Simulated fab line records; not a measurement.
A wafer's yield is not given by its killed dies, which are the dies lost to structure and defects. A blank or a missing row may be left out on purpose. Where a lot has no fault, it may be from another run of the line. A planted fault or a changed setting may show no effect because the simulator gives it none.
A lot that was struck, set against a sound lot | flow nand-harc | 15 steps out of a route of 1159
Sound: these wafers, L417.1, L417.4, L417.5. Struck: wafers L407.1, L407.2, L407.6. The cause is given at the end.
For every step that has rows: the tool of each side, followed by ch and its chambers, followed by its first start. Under that, the readings that differ: sound wafers | struck wafers | difference of the means | sigmas: that difference in standard deviations of wafers without a fault.
alike: readings whose means differ by less than 2 such deviations, and words and numbers that are the same on both sides. not compared: withheld readings, readings that some wafer has no value for, bounds like >300 that may hide the same value, and numbers for which the record gives no deviation and whose values overlap.
The two part at a step that has a row with sigmas, a row that says differs or no value, or rows on one side only. Numbers that don't overlap but have no deviation are shown without sigmas and don't part them. A reading missing from all wafers of one side parts the sides only when that side holds two or more wafers.

first, 1 step without rows for these wafers: NHARC_P_GATE_HARDBAKE_92 (time 80 s).
NHARC_P_GATE_DESCUM_93: chemistry O2, time 3 s.
  sound on rie-diel-09 ch 1,2, day 9 23:32; struck on rie-diel-07 ch 0,2,3, day 7 10:22
  alike: drypump-motor-current-A, mfc-ar-sccm, oes-product-au, rf-vpp-V, showerhead-plenum-p-Torr, throttle-valve-pct
  not compared: rf-hours-counter-h
after that, 1 step had no rows for these wafers: NHARC_P_GATE_IMPLANT_94.
NHARC_P_GATE_STRIP_113: strips in N2/H2, time 740 s.
  sound on plasma-asher-01 ch 1, day 10 00:01; struck on plasma-asher-02 ch 0,1, day 7 10:44
  reading                     | sound       | struck      | difference | sigmas
  drypump-motor-current-A (A) | 5.9 5.9 5.9 | 5.0 5.3 5.0 | -0.8       | -2
  heater-power-w (W)          | 88 88 87    | 112 99 108  | +19        | +2
  alike: rf-refl-power-W
  not compared: rf-hours-counter-h
NHARC_P_GATE_STRIP_95: strips in O2.
  sound on plasma-asher-01 ch 1, day 10 00:37; struck on plasma-asher-02 ch 0,1, day 7 11:28
  reading                     | sound       | struck      | difference | sigmas
  drypump-motor-current-A (A) | 5.9 5.9 5.9 | 5.0 5.3 5.0 | -0.8       | -2
  heater-power-w (W)          | 328 333 333 | 417 362 420 | +68        | +2
  alike: rf-refl-power-W
  not compared: rf-hours-counter-h
then, 1 step without rows for these wafers: NHARC_P_GATE_STRIP_96 (strips in SPM, time 900 s).
NHARC_P_GATE_RTA_64: time 1 s.
  sound on rtp-anneal-01 ch 0, day 10 01:25; struck on rtp-anneal-01 ch 0, day 7 12:01
  alike: anneal-temp-c-max, lamp-power-pct, wafer_temp_C_max
then, 1 step without rows for these wafers: NHARC_P_GATE_ETCH_77 (etches SiO2 in dHF, target depth 6 nm).
NHARC_P_GATE_DEGAS_109: time 60 s.
  sound on pvd-sputter-01 at day 10 01:43; struck on pvd-sputter-03 at day 7 12:20
  alike: heater-power-w
then, 3 steps without rows for these wafers: NHARC_P_GATE_PRE_CLEAN_110 (time 30 s); NHARC_P_GATE_SPUTTER_78 (material Ni, target thk 10 nm); NHARC_P_GATE_SPUTTER_79 (material TiN, target thk 10 nm).
NHARC_P_GATE_RTA_80: time 30 s.
  struck on rtp-anneal-02, day 7 12:38; sound on rtp-anneal-02 ch 0, day 10 02:01
  no value came back on the struck wafers for anneal-temp-c-max, lamp_zone_7_pct (%), wafer_temp_C_max; on the sound wafers anneal-temp-c-max reads 301.36 301.07 301.59
then, 1 step without rows for these wafers: NHARC_P_GATE_STRIP_67 (strips in SPM, time 600 s).
-- break in the record here, with 14 days between the starts of the struck wafers on either side (left off in module P_GATE, picked up again in module END, where the first step shown is number 1159 on the route) --
NHARC_END_SORT_01:
  at this point the record logs the struck wafers (prober-02 ch 0, day 21 16:30) and has no rows for the sound ones

## WHERE THEY PART
Earliest at NHARC_P_GATE_STRIP_113; latest, in this record, at NHARC_END_SORT_01.

WHY: the cause the simulator had injected
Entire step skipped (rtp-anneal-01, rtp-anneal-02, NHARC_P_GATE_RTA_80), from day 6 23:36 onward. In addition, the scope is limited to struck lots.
